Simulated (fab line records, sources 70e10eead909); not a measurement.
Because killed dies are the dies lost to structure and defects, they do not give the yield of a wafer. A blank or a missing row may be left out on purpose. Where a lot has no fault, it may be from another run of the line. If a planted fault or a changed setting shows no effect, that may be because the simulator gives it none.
Chamber matching	flow nand_harc	cmp-03 running NHARC_P_CONTACT_CMP_24: 4 sister chambers
The step polishes, t overpolish 30 s, target thk 200 nm. 16 wafers are shown with their chamber, then 8 later ones without.

== WAFERS, EACH WITH ITS CHAMBER ==
wafer	chamber	motor_current_A (A)	time_to_endpoint_s (s)	overpolish_run_s (s)
L075.1	1	10.9	38.5	30.007
L075.4	2	11.3	37.2	30.007
L075.5	0	10.0	35.1	29.980
L076.1	0	10.2	39.1	30.003
L076.3	3	12.0	41.7	30.001
L076.4	1	9.9	39.9	30.020
L082.1	1	11.0	42.5	29.995
L082.2	3	11.5	43.8	30.008
L082.4	0	10.1	42.3	29.993
L083.2	0	10.5	35.7	29.998
L083.3	1	10.8	39.6	30.011
L083.4	3	11.6	39.6	30.007
L086.3	0	9.9	38.1	30.000
L086.4	2	10.5	38.2	29.989
L086.5	2	11.6	39.0	29.994
L088.1	3	11.6	42.1	29.991

SIGNATURES (means of the wafers above)
reading	chamber 0	chamber 1	chamber 2	chamber 3	scatter within a chamber
motor_current_A	10.140	10.650	11.133	11.675	0.385
time_to_endpoint_s	38.060	40.125	38.133	41.800	2.09
overpolish_run_s	29.99480	30.00825	29.99667	30.00175	0.00915
Rule: distance of a wafer from a chamber = root of the sum over the readings of ((wafer's reading minus chamber's mean) / reading's scatter) squared. If the next closest chamber is less than 2 further off than the closest, the wafer can't be placed; otherwise it belongs to the closest. How the scatter is found: for the shown wafers, subtract from each reading the mean of its chamber, square and add these, divide the total by (wafers less chambers), then take the root.

== WAFERS WITH NO CHAMBER GIVEN ==
wafer	motor_current_A (A)	time_to_endpoint_s (s)	overpolish_run_s (s)
L088.4	11.1	38.7	30.003
L088.5	10.9	36.4	29.982
L095.1	11.4	37.9	29.992
L095.2	11.6	37.0	29.986
L095.5	10.1	37.8	29.992
L096.1	10.5	35.3	30.003
L096.2	12.0	40.6	30.009
L096.3	10.9	36.3	29.996

== EACH ONE'S CHAMBER ==
wafer	from the rows above	in truth
L088.4	can't be placed: 2 or 1 or 3 or 0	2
L088.5	can't be placed: 2 or 0 or 1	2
L095.1	can't be placed: 2 or 3 or 1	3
L095.2	can't be placed: 2 or 3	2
L095.5	0	0
L096.1	can't be placed: 0 or 2 or 1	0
L096.2	can't be placed: 3 or 2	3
L096.3	can't be placed: 2 or 0 or 1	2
Correctly placed: 1 of 8. Unplaceable from these rows: 7, with the true chamber sitting among the candidates in 7. 0 placed wrongly.
